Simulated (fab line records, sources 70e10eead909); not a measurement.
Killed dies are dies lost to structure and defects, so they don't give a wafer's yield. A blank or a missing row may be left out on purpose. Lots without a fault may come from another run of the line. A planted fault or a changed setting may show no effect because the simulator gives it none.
Chamber matching | flow nand_harc | NHARC_A_STAIRCASE_ETCH_444 on rie_diel-06: 4 sister chambers
The step etches the open film in C4F8/O2, target depth 10200 nm, time 3400 s. 4 wafers are shown with their chamber, then 9 later ones without.

WAFERS WITH THEIR CHAMBER
wafer  | chamber | oes_product_au (a.u.)
L083.1 | 1       | 0.916
L086.5 | 2       | 0.936
L091.5 | 0       | 0.914
L091.6 | 3       | 0.927

WAFERS WITHOUT THEIR CHAMBER
wafer  | oes_product_au (a.u.)
L092.1 | 0.915
L092.3 | 0.937
L092.4 | 0.925
L096.1 | 0.964
L096.2 | 0.973
L096.3 | 0.985
L097.1 | 0.941
L097.3 | 0.941
L097.4 | 0.954

WHICH CHAMBER EACH WENT THROUGH
wafer  | from the rows above               | in truth
L092.1 | can't be placed: 0 or 1 or 3 or 2 | 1
L092.3 | can't be placed: 2 or 3 or 1 or 0 | 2
L092.4 | can't be placed: 3 or 1 or 0 or 2 | 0
L096.1 | can't be placed: 2 or 3 or 1 or 0 | 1
L096.2 | can't be placed: 2 or 3 or 1 or 0 | 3
L096.3 | can't be placed: 2 or 3 or 1 or 0 | 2
L097.1 | can't be placed: 2 or 3 or 1 or 0 | 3
L097.3 | can't be placed: 2 or 3 or 1 or 0 | 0
L097.4 | can't be placed: 2 or 3 or 1 or 0 | 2
Placed correctly: 0 of 9. Can't be placed from these rows: 9 (the true chamber is among the candidates in 9). Placed wrongly: 0.
How it was worked out, from the rows above alone: a wafer's distance from a chamber is the root of the sum, over the readings, of the square of ((its reading less the chamber's mean) divided by the reading's scatter). The wafer belongs to the nearest chamber; if the next one is less than 2 further off, it can't be placed. A chamber's mean is the mean of its shown wafers. The scatter: with one shown wafer a chamber, the root of the mean of the squares of how far each hidden wafer lies from its nearest shown one.
